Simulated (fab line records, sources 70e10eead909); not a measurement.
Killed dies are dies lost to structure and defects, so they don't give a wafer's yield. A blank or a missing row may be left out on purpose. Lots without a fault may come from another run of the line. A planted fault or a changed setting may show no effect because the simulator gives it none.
fab line records | flow nand_harc
record lots=6 wafers=18 last_day=33
route steps=1302 shown A_CONTACT@1089 A_BLC@1107 END@1302
lots that met no fault: from a run of the same line without faults
start_h: hours from the record's first day to the start of the lot's first wafer shown | wait_h: hours since the lot's step before | " the same as in the row above | L1.1+2: a row that stands for several wafers | - no value, or no start given | * or withheld: withheld | < > ~ a bound
route shown NAME@n: a module of which the file shows steps, and the number in the route of the first | usual: mean/standard deviation of fault-free wafers | same: alike in all rows | chamber/n: place in a boat | sites: the reading at each site | _std_site: their standard deviation | _edge_site: outer sites' mean less inner sites' | radius_mm: how far each site lies from the wafer's centre | mask NAME#n: copy n | behind: the tool/chamber that last shaped the wafer | hold: why the lot was held/for how many hours/how that ended | device: the transistor (n, p or np) that didn't switch | end of line: the same wafers' tests at the end of the route | a step without rows: its recipe alone | killed: dies lost to structure and defects at the first sort, not the wafer's yield | map: a wafer's dies, x killed, . not, _ none there
set.NAME: the setting as run; set.NAME@STEP: as run at that earlier step | model.NAME: the simulator's own value behind a step, which no gauge read
lots at some steps of the route; a table a step, a row a wafer
services: from which hour (start_h, from the record's first day; less than 0 if before it) a tool's chamber was out of use, for how many hours, and why
## steps
# step NHARC_A_CONTACT_ETCH_137
# recipe source_w=withheld pressure_mtorr=20 bias_v=1200 time_s=311 target_depth_a=19120 ar_flow_sccm=withheld c4f8_flow_sccm=withheld o2_flow_sccm=withheld chemistry=C4F8/O2/Ar
# step NHARC_A_CONTACT_ETCH_138
# recipe source_w=withheld pressure_mtorr=20 bias_v=1200 time_s=311 target_depth_a=19140 ar_flow_sccm=withheld c4f8_flow_sccm=withheld o2_flow_sccm=withheld chemistry=C4F8/O2/Ar
# step NHARC_A_CONTACT_ETCH_139
# recipe source_w=withheld pressure_mtorr=20 bias_v=400 time_s=195 target_depth_a=8400 ar_flow_sccm=withheld c4f8_flow_sccm=11.5 o2_flow_sccm=7.2 chemistry=C4F8/O2/Ar
# step NHARC_A_CONTACT_ETCH_92
# recipe target_depth_a=400 over_etch_frac=0.5 time_s=85.7 ion_energy_ev=120 ch3f_flow_sccm=50 o2_flow_sccm=30 ar_flow_sccm=200 rf_w=500 bias_w=100 chemistry=CH3F/O2
# step NHARC_A_CONTACT_ETCH_98
# recipe target_depth_a=200 over_etch_frac=0.5 time_s=10 ion_energy_ev=250 c4f6_flow_sccm=25 o2_flow_sccm=20 ar_flow_sccm=500 rf_w=600 bias_w=500 chemistry=C4F6/O2
# usual chamber_pressure_mTorr=29.999/0.026 drypump_motor_current_A=6.2/0.45 oes_product_au=0.942/0.019 rf_vpp_V=548/3.2 showerhead_plenum_p_Torr=3.95/0.15 throttle_valve_pct=26.902/0.0091
# columns lot.wafer tool chamber start_h wait_h chamber_pressure_mTorr drypump_motor_current_A oes_product_au rf_hours_counter_h rf_vpp_V showerhead_plenum_p_Torr throttle_valve_pct
L937.1 rie_diel-13 1 - - 29.993 6.4 0.968 17 547 4.01 26.909
L937.5 " 3 " " 30.007 5.9 0.970 - 552 4.18 26.910
L937.6 " 0 " " 30.009 6.0 0.996 - 550 4.02 26.890
L938.4 rie_diel-02 2 - - 30.043 6.5 0.918 0 546 3.90 26.914
L938.2 " 3 " " 29.979 6.6 0.928 0 542 3.68 26.908
L938.1 " 0 " " 29.984 6.2 0.945 0 551 4.11 26.903
L942.3 rie_diel-13 3 - - 30.008 5.9 0.945 29 552 4.17 26.908
L942.4 " 0 " " 29.984 6.0 0.976 24 550 4.01 26.905
L942.5 " 2 " " 30.031 5.4 0.935 - 550 4.01 26.890
L936.1 rie_diel-09 2 - - 30.002 5.1 0.923 41 552 4.20 26.893
L936.5 " 0 " " 30.035 5.7 0.929 - 551 4.13 26.903
L936.6 " 1 " " 30.023 6.1 0.940 - 547 3.85 26.911
L953.4 rie_diel-02 0 - - 30.010 6.2 0.928 22 550 4.09 26.893
L953.6 " 0 " " 30.006 6.2 0.929 - 551 4.09 26.931
L953.5 " 1 " " 29.974 6.6 0.927 - 544 3.86 26.900
L952.4 rie_diel-13 0 - - 30.025 6.0 1.001 9 549 3.99 26.899
L952.2 " 1 " " 29.988 6.4 0.995 9 548 3.98 26.911
L952.1 " 3 " " 29.979 5.9 1.001 7 550 4.15 26.911
# step NHARC_A_CONTACT_CD_MEAS_15
# usual cd_nm=189.8/0.7
# columns lot.wafer tool chamber start_h wait_h cd_nm
L937.1 cd_sem-01 - 579.74 - 191.7
L937.5 " - " " 190.5
L937.6 " - " " 190.0
L938.1 cd_sem-01 - 590.48 - 190.3
L938.2 " - " " 190.3
L938.4 " - " " 189.8
L942.3 cd_sem-02 - 621.60 - 189.8
L942.4 " - " " 191.3
L942.5 " - " " 189.5
L936.1 cd_sem-02 - 643.72 - 189.5
L936.5 " - " " 189.9
L936.6 " - " " 189.6
L953.4 cd_sem-03 - 726.56 - 188.9
L953.5 " - " " 189.4
L953.6 " - " " 190.0
L952.1 cd_sem-01 - 727.00 - 191.0
L952.2 " - " " 191.1
L952.4 " - " " 190.5
# step NHARC_A_CONTACT_STRIP_107
# recipe n2_flow_sccm=150 h2_flow_sccm=150 ar_flow_sccm=0 bias_w=0 chemistry=N2/H2
# step NHARC_A_CONTACT_STRIP_108
# recipe cf4_flow_sccm=100 chf3_flow_sccm=30 ar_flow_sccm=0 bias_w=0 chemistry=CF4/CHF3
# step NHARC_A_CONTACT_STRIP_109
# recipe o2_flow_sccm=400 cos_flow_sccm=20 ar_flow_sccm=0 bias_w=0 chemistry=O2/COS
# step NHARC_A_CONTACT_ETCH_110
# recipe target_depth_a=600 overetch_a=60 time_s=33 ion_energy_ev=100 cf4_flow_sccm=80 o2_flow_sccm=20 ar_flow_sccm=0 rf_w=300 bias_w=100 chemistry=CF4/O2
# step NHARC_A_CONTACT_STRIP_26
# recipe o2_flow_sccm=500 ar_flow_sccm=0 bias_w=0 chemistry=O2
# usual chamber_pressure_mTorr=60.00/0.058 drypump_motor_current_A=6.2/0.49 oes_product_au=0.995/0.012 rf_vpp_V=57.9/0.87 showerhead_plenum_p_Torr=3.54/0.15 throttle_valve_pct=17.036/0.009
# columns lot.wafer tool chamber start_h wait_h chamber_pressure_mTorr drypump_motor_current_A oes_product_au rf_hours_counter_h rf_vpp_V showerhead_plenum_p_Torr throttle_valve_pct
L937.1 rie_diel-13 3 - - 59.98 5.9 1.007 17 58.6 3.77 17.030
L937.5 " 1 " " 59.97 6.4 1.001 - 58.5 3.61 17.043
L937.6 " 2 " " 60.06 5.4 0.988 - 58.5 3.62 17.051
L938.2 rie_diel-09 1 - - 60.07 6.1 1.027 30 57.8 3.47 17.043
L938.4 " 2 " " 59.97 5.1 0.996 26 58.0 3.79 17.022
L938.1 " 3 " " 59.96 5.2 1.001 27 56.7 3.44 17.029
L942.4 rie_diel-02 3 - - 59.91 6.6 0.989 3 56.3 3.30 17.044
L942.3 " 1 " " 60.03 6.6 0.994 7 58.4 3.48 17.029
L942.5 " 2 " " 60.06 6.5 1.010 - 56.7 3.50 17.033
L936.1 rie_diel-13 3 - - 59.98 5.9 1.002 35 57.3 3.76 17.025
L936.5 " 2 " " 60.09 5.4 0.996 - 56.4 3.60 17.042
L936.6 " 3 " " 60.00 5.9 1.004 - 57.6 3.76 17.043
L953.4 rie_diel-13 1 - - 60.11 6.5 1.009 9 57.4 3.58 17.021
L953.6 " 0 " " 60.09 6.0 1.011 - 57.1 3.59 17.048
L953.5 " 1 " " 59.95 6.5 1.000 - 59.8 3.58 17.022
L952.1 rie_diel-02 3 - - 59.91 6.6 1.000 19 58.8 3.30 17.042
L952.2 " 1 " " 60.06 6.6 0.977 25 55.9 3.47 17.046
L952.4 " 2 " " 59.96 6.5 0.989 23 57.4 3.49 17.046
# step NHARC_A_CONTACT_STRIP_27
# recipe time_s=600 temp_c=30 chemistry=post_etch_residue_remover
# step NHARC_A_CONTACT_ALD_18
# recipe target_thk_a=30 pulse_time_s=1 ald_cycles=150 temp_c=450 material=TiN
# usual heater_power_w=1110/100 precursor_pulse_height_rel=0.998/0.02
# same ald_cycles=150 pulse_time_s=1
# columns lot.wafer tool chamber start_h wait_h heater_power_w precursor_pulse_height_rel since_wet_clean_h
L937.1 ald_metal-03 0 581.26 - 1074 1.005 3
L937.5 " 2 " " 1226 1.023 -
L937.6 " 3 " " 1049 0.968 -
L938.4 ald_metal-01 3 591.44 - 1015 0.986 55
L938.2 " 1 " " 1205 1.009 56
L938.1 " 2 " " 1238 0.966 56
L942.3 ald_metal-01 2 622.53 - 1237 1.008 87
L942.4 " 0 " " 928 0.999 87
L942.5 " 2 " " 1214 0.968 -
L936.1 ald_metal-01 0 644.72 - 909 1.020 109
L936.5 " 1 " " 1190 0.972 -
L936.6 " 2 " " 1246 1.011 -
L953.4 ald_metal-03 3 727.62 - 1051 0.980 149
L953.6 " 1 " " 1196 0.961 -
L953.5 " 2 " " 1220 1.009 -
L952.2 ald_metal-02 1 727.94 - 1237 1.037 108
L952.1 " 2 " " 1146 1.032 108
L952.4 " 3 " " 961 1.000 108
# step NHARC_A_CONTACT_CVD_19
# recipe target_thk_a=3000 temp_c=300 pressure_torr=40 wf6_flow_sccm=40 h2_flow_sccm=1600 ar_flow_sccm=1560 time_s=802 material=W
# step NHARC_A_CONTACT_CMP_20
# recipe t_overpolish_s=30 target_thk_nm=300
# step NHARC_A_CONTACT_SRD_22
# step NHARC_A_BLC_DEHYDRATE_00
# recipe temp_c=150 time_s=120
# step NHARC_A_BLC_HMDS_01
# recipe time_s=30
# step NHARC_A_BLC_COAT_02
# recipe temp_c=260 time_s=75
# step NHARC_A_BLC_COAT_03
# recipe temp_c=225 time_s=65
# step NHARC_A_BLC_COAT_04
# recipe spin_rpm=1500 resist_thk_nm=90
# step NHARC_A_BLC_SOFTBAKE_05
# recipe temp_c=105 time_s=55
# step NHARC_A_BLC_EBR_06
# step NHARC_A_BLC_EXPOSE_07
# recipe na=1.35 target_cd_nm=100 dose_mj=67.97 mask_id=A_BLC
# step NHARC_A_BLC_PEB_08
# recipe peb_temp_c=100 peb_time_s=65
# step NHARC_A_BLC_DEVELOP_09
# recipe develop_time_s=35 dev_temp_c=23
# step NHARC_A_BLC_CD_MEAS_10
# recipe target_cd_nm=100 landing_energy_ev=500
# usual cd_nm=99.7/0.76
# columns lot.wafer tool chamber start_h wait_h cd_nm
L937.1 cd_sem-01 0 583.26 - 100.8
L937.5 " 0 " " 100.9
L937.6 " 0 " " 100.5
L938.1 cd_sem-01 0 593.45 - 100.3
L938.2 " 0 " " 99.4
L938.4 " 0 " " 99.7
L942.3 cd_sem-01 0 624.54 - 99.8
L942.4 " 0 " " 99.0
L942.5 " 0 " " 99.0
L936.1 cd_sem-01 0 646.54 - 98.1
L936.5 " 0 " " 98.8
L936.6 " 0 " " 99.0
L953.4 cd_sem-02 0 729.58 - 99.3
L953.5 " 0 " " 99.6
L953.6 " 0 " " 99.7
L952.1 cd_sem-03 0 729.96 - 100.1
L952.2 " 0 " " 99.5
L952.4 " 0 " " 99.1
# step NHARC_A_BLC_OVL_MEAS_11
# usual overlay_x_nm=-0.1/0.74 overlay_y_nm=0.2/0.8
# columns lot.wafer tool chamber start_h wait_h overlay_x_nm overlay_y_nm
L937.1 overlay-02 - 583.34 - 0.1 -0.2
L937.5 " - " " -0.6 0.0
L937.6 " - " " -0.8 -0.2
L938.1 overlay-02 - 593.54 - -0.6 1.0
L938.2 " - " " -1.0 1.5
L938.4 " - " " -1.2 1.1
L942.3 overlay-01 - 624.62 - -1.2 0.4
L942.4 " - " " -0.9 -0.2
L942.5 " - " " -1.1 -0.3
L936.1 overlay-01 - 646.63 - 0.2 0.4
L936.5 " - " " 0.2 0.5
L936.6 " - " " 0.2 0.9
L953.4 overlay-01 - 729.67 - 0.7 0.4
L953.5 " - " " 0.1 -0.1
L953.6 " - " " 0.5 0.2
L952.1 overlay-02 - 730.04 - 0.3 0.0
L952.2 " - " " -1.1 -0.4
L952.4 " - " " -0.3 -0.2
# step NHARC_A_BLC_DESCUM_15
# recipe time_s=3 o2_flow_sccm=200 ar_flow_sccm=0 bias_power_w=0 chemistry=O2
# step NHARC_A_BLC_ETCH_16
# recipe target_depth_a=390 over_etch_frac=0.3 time_s=65 ion_energy_ev=80 cf4_flow_sccm=150 ar_flow_sccm=0 rf_w=300 bias_w=100 chemistry=CF4
# step NHARC_A_BLC_ETCH_17
# recipe target_depth_a=3900 over_etch_frac=0.25 time_s=609.38 ion_energy_ev=200 n2_flow_sccm=150 h2_flow_sccm=150 ar_flow_sccm=0 rf_w=400 bias_w=150 chemistry=N2/H2
# step NHARC_A_BLC_ETCH_18
# recipe target_depth_a=9100 c4f8_flow_sccm=20 o2_flow_sccm=10 ar_flow_sccm=withheld rf_w=600 bias_w=1500 chemistry=C4F8/O2/Ar
# step NHARC_A_BLC_CD_MEAS_19
# usual cd_nm=100/3.2
# columns lot.wafer tool chamber start_h wait_h cd_nm
L937.1 cd_sem-01 - 584.41 - 104
L937.5 " - " " 106
L937.6 " - " " 104
L938.1 cd_sem-03 - 594.60 - 100
L938.2 " - " " 99
L938.4 " - " " 110
L942.3 cd_sem-01 - 625.69 - 103
L942.4 " - " " 94
L942.5 " - " " 100
L936.1 cd_sem-01 - 647.69 - 102
L936.5 " - " " 103
L936.6 " - " " 98
L953.4 cd_sem-03 - 731.07 - 98
L953.5 " - " " 103
L953.6 " - " " 97
L952.1 cd_sem-01 - 731.11 - 106
L952.2 " - " " 99
L952.4 " - " " 103
# step NHARC_A_BLC_STRIP_29
# recipe cf4_flow_sccm=150 ar_flow_sccm=0 bias_w=0 chemistry=CF4
# usual chamber_pressure_mTorr=50.00/0.044 drypump_motor_current_A=5.6/0.36 oes_product_au=0.994/0.012 rf_vpp_V=59.3/0.94 showerhead_plenum_p_Torr=1.75/0.084 throttle_valve_pct=13.285/0.0091
# columns lot.wafer tool chamber start_h wait_h chamber_pressure_mTorr drypump_motor_current_A oes_product_au rf_hours_counter_h rf_vpp_V showerhead_plenum_p_Torr throttle_valve_pct
L937.1 rie_diel-07 0 584.48 0.1 49.99 5.7 0.990 6 57.1 1.66 13.281
L937.6 " 0 " " 50.01 5.7 1.003 - 59.6 1.66 13.290
L937.5 " 1 " " 50.00 5.6 0.993 - 58.0 1.64 13.283
L938.2 rie_diel-03 0 594.67 0.1 50.02 5.4 1.015 8 59.8 1.84 13.279
L938.1 " 1 " " 50.01 5.4 0.998 7 59.1 1.73 13.275
L938.4 " 3 " " 50.04 5.8 0.978 8 59.3 1.89 13.296
L942.3 rie_diel-07 2 625.76 0.1 50.00 6.3 1.009 11 59.2 1.70 13.286
L942.4 " 0 " " 50.01 5.7 1.001 10 59.5 1.66 13.285
L942.5 " 3 " " 49.99 5.4 0.975 - 59.3 1.77 13.285
L936.1 rie_diel-07 0 647.76 0.1 49.97 5.7 1.006 12 59.2 1.66 13.282
L936.6 " 0 " " 49.97 5.7 0.999 - 58.7 1.66 13.276
L936.5 " 1 " " 50.03 5.6 1.009 - 59.4 1.64 13.292
L953.4 rie_diel-03 1 731.16 0.1 50.04 5.4 0.989 8 56.8 1.73 13.296
L953.6 " 2 " " 49.97 6.2 0.984 - 60.8 1.77 13.298
L953.5 " 3 " " 49.97 5.8 0.991 - 60.6 1.89 13.289
L952.4 rie_diel-07 3 731.19 0.1 50.06 5.4 0.979 5 59.4 1.77 13.294
L952.1 " 0 " " 50.05 5.7 1.000 5 59.1 1.65 13.301
L952.2 " 2 " " 49.90 6.3 0.997 5 60.1 1.70 13.291
# step NHARC_A_BLC_STRIP_21
# recipe o2_flow_sccm=500 ar_flow_sccm=0 bias_w=0 chemistry=O2
# usual chamber_pressure_mTorr=59.99/0.059 drypump_motor_current_A=5.7/0.39 oes_product_au=0.995/0.012 rf_vpp_V=57.6/0.96 showerhead_plenum_p_Torr=3.49/0.17 throttle_valve_pct=17.036/0.0083
# columns lot.wafer tool chamber start_h wait_h chamber_pressure_mTorr drypump_motor_current_A oes_product_au rf_hours_counter_h rf_vpp_V showerhead_plenum_p_Torr throttle_valve_pct
L937.1 rie_diel-07 2 584.60 0.1 60.01 6.3 0.990 7 56.4 3.39 17.027
L937.6 " 1 " " 59.94 5.6 1.003 - 58.2 3.27 17.018
L937.5 " 2 " " 59.95 6.3 0.998 - 58.0 3.39 17.038
L938.1 rie_diel-03 0 594.79 0.1 60.03 5.4 1.012 8 57.3 3.67 17.023
L938.4 " 1 " " 60.01 5.5 0.988 7 58.1 3.45 17.023
L938.2 " 2 " " 59.97 6.2 0.996 8 57.0 3.53 17.037
L942.4 rie_diel-07 3 625.87 0.1 60.06 5.4 0.975 11 58.2 3.53 17.032
L942.3 " 1 " " 60.01 5.6 1.009 9 56.6 3.27 17.038
L942.5 " 2 " " 59.96 6.3 1.004 - 57.2 3.39 17.036
L936.1 rie_diel-07 3 647.87 0.1 60.02 5.4 0.986 13 58.7 3.53 17.037
L936.5 " 3 " " 60.03 5.4 0.985 - 58.7 3.53 17.055
L936.6 " 0 " " 60.03 5.7 0.999 - 58.3 3.30 17.032
L953.4 rie_diel-03 2 731.26 0.1 60.01 6.2 0.996 8 59.5 3.52 17.045
L953.6 " 3 " " 59.94 5.8 1.007 - 57.6 3.77 17.028
L953.5 " 0 " " 60.02 5.4 1.007 - 59.0 3.67 17.034
L952.4 rie_diel-07 3 731.29 0.1 59.98 5.4 0.978 5 57.5 3.52 17.033
L952.1 " 0 " " 60.07 5.7 1.007 5 57.4 3.30 17.044
L952.2 " 2 " " 60.01 6.4 0.992 5 56.9 3.38 17.027
# step NHARC_A_BLC_STRIP_22
# recipe time_s=600 temp_c=30 chemistry=post_etch_residue_remover
# step NHARC_A_BLC_DEGAS_30
# recipe temp_c=300 time_s=60
# step NHARC_A_BLC_PRE_CLEAN_31
# recipe time_s=15 bias_v=250 gas=Ar
# step NHARC_A_BLC_PVD_32
# recipe target_thk_a=50 chamber_pressure_pa=5 power_w=5000 substrate_temp_c=200 time_s=17.7 material=Ti
# usual substrate_temp_c=200.01/0.16 throttle_valve_pct=30.4/1.5
# columns lot.wafer tool chamber start_h wait_h substrate_temp_c throttle_valve_pct
L937.1 pvd_sputter-02 - - - 199.95 31.4
L937.6 " - " " 199.97 31.5
L937.5 " - " " 200.05 31.0
L938.4 pvd_sputter-01 - - - 199.86 31.0
L938.1 " - " " 200.07 30.1
L938.2 " - " " 200.03 30.8
L942.4 pvd_sputter-01 - - - 200.01 30.4
L942.3 " - " " 200.37 30.9
L942.5 " - " " 199.82 30.7
L936.1 pvd_sputter-01 - - - 199.76 30.4
L936.5 " - " " 200.29 30.8
L936.6 " - " " 199.70 29.8
L953.4 pvd_sputter-03 - - - 199.94 30.8
L953.6 " - " " 199.97 30.6
L953.5 " - " " 199.85 33.8
L952.4 pvd_sputter-02 - - - 200.01 31.4
L952.2 " - " " 200.21 31.0
L952.1 " - " " 199.79 28.6
# step NHARC_END_SORT_01
# recipe temp_c=25
# usual killed_at_array=45/18 killed_at_other=0.9/1.3 killed_at_periphery=3.7/2.2 killed_dies=50/18 killed_open=3.2/1.9 killed_short=2.4/1.6
# same gross_dies=677
# columns lot.wafer tool chamber start_h wait_h killed_at_array killed_at_other killed_at_periphery killed_dies killed_open killed_short
L942.3 prober-01 0 668.07 3.1 107 0 3 110 6 4
L942.5 prober-01 0 669.68 3.7 96 0 4 100 6 2
L936.6 prober-02 0 696.76 4.0 107 1 6 114 3 2
# killed by level:class
L942.3 A_CONTACT:unspecified=57 A_CHANNEL_HOLE_D2:chamber_film_flake=24 A_SLIT:chamber_film_flake=7 A_STAIRCASE:chamber_film_flake=4 A_M1:chamber_film_flake=4 A_CHANNEL_HOLE_D1:chamber_film_flake=3 A_ONON_D1:geometric_particle:short=2 A_WL_FILL:geometric_particle:open=2
L942.5 A_CONTACT:unspecified=53 A_CHANNEL_HOLE_D1:chamber_film_flake=11 A_CHANNEL_HOLE_D2:chamber_film_flake=10 A_M1:chamber_film_flake=4 A_ZERO_WELL:chamber_film_flake=3 A_SLIT:chamber_film_flake=3 P_GATE:chamber_film_flake=2 A_STAIRCASE:chamber_film_flake=2
L936.6 A_CONTACT:unspecified=51 A_CHANNEL_HOLE_D1:chamber_film_flake=33 A_CHANNEL_HOLE_D2:chamber_film_flake=9 P_M2:chamber_film_flake=4 A_CONTACT:chamber_film_flake=4 A_ONON_D2:geometric_particle:short=2 A_BLC:chamber_film_flake=2 A_CHANNEL_FILL_D1:geometric_particle:open=1
# map L936.6 (x killed, . not)
____________x____________
_________....xx._________
_______......xxx.._______
______..........xx.______
_____..............._____
____.................____
____......x.........x____
___...............x...___
___.......x...........___
__...........x....x....__
__................x..x.__
_......................._
_..x...................._
_.xx.xx...x............._
_.xxx..............xx..._
_.xxxxx................._
...xxxx..................
..xxxx.xx...x............
..x..xx..................
.xxx..x..................
..x..xx..................
_..xx...............x..._
_....x...x.............._
_....x.................._
_......................._
_x................x....._
__............x..xxx...__
__.............xxxxxx..__
___.............xxxxx.___
___.........x.x.xxxxx.___
____..........xxxxxxx____
____..........xxxxxxx____
_____.........xxxxxx_____
______........xxxxx______
_______.......xxxx_______
_________.....xx_________
____________.____________
# map L942.3 (x killed, . not)
____________.____________
_________......._________
_______..x........_______
______.............______
_____..............._____
____.................____
____......x..........____
___......x.x..........___
___......xx.......x...___
__.....xxxx............__
__.....xxxx..x.xx......__
_......xxxx..x.........._
_......xxxxx.x.........._
_.....x.xxx............._
_.....x.xx.x............_
_...x....x.............._
..xx.....................
.....x...................
...x.....x...............
...x.xx...x..............
...................x.....
_......................._
_......................._
_......................._
_...x............x......_
_.................x....._
__...............xx.x..__
__...........x..xxx.xx.__
___...x.......x.xxxxxx___
___............xxxxxxx___
____..........xxxxxxx____
____.........xxxxxxxx____
_____.........xxxxxx_____
______......x.xxxxx______
_______......xxxxx_______
_________.....xx_________
____________.____________
## services
# columns tool chamber start_h hours kind
pvd_sputter-02 - 558.27 5.3 repair
pvd_sputter-01 - 561.65 1.5 repair
rie_diel-02 - 571.04 9.0 pm
ald_metal-01 - 572.63 1.1 repair
pvd_sputter-01 - 582.00 10.0 pm
pvd_sputter-02 - 596.48 1.2 repair
rie_diel-02 3 603.32 5.1 repair
rie_diel-07 2 604.28 2.5 repair
ald_metal-02 - 610.00 10.0 pm
pvd_sputter-01 - 622.57 2.0 repair
ald_metal-02 2 631.41 20.8 repair
rie_diel-03 - 635.30 9.0 pm
pvd_sputter-03 - 637.30 2.8 repair
pvd_sputter-02 - 639.59 10.0 pm
rie_diel-07 - 648.20 9.0 pm
rie_diel-09 0 651.53 2.5 repair
rie_diel-09 0 658.66 1.4 repair
ald_metal-03 3 667.27 15.2 repair
rie_diel-09 - 674.51 9.0 pm
pvd_sputter-01 - 685.11 3.2 repair
rie_diel-07 - 691.65 0.7 repair
rie_diel-13 - 699.67 9.0 pm
ald_metal-01 - 704.00 10.0 pm
pvd_sputter-01 - 721.07 3.1 repair
## key
first_sign step=NHARC_END_SORT_01 reading=killed_dies direction=up sigmas=3.3 usual=50 struck=108
effect step=NHARC_END_SORT_01 reading=killed_at_array direction=up sigmas=3.2 usual=45 struck=103
more_kills_born_at NHARC_A_CONTACT_ALD_18@ald_metal-01=161
met_at NHARC_A_CONTACT_ALD_18
struck_wafers L936.6,L942.3,L942.5
tester_left_out L936,L942
onset_between 591.44 622.53
fault kind=chamber_particle_source tool=ald_metal-01 chamber=2 onset_h=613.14 steps=NHARC_A_CONTACT_ALD_18 rate_per_visit_cm2=1.6101 end_h=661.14
# tester_left_out: of these lots the tester's yield and bins aren't shown, on N5 and GAA mostly nor the transistor test; their killed dies are dies lost to structure and defects alone, not to doping, threshold or leakage, so they don't give the yield
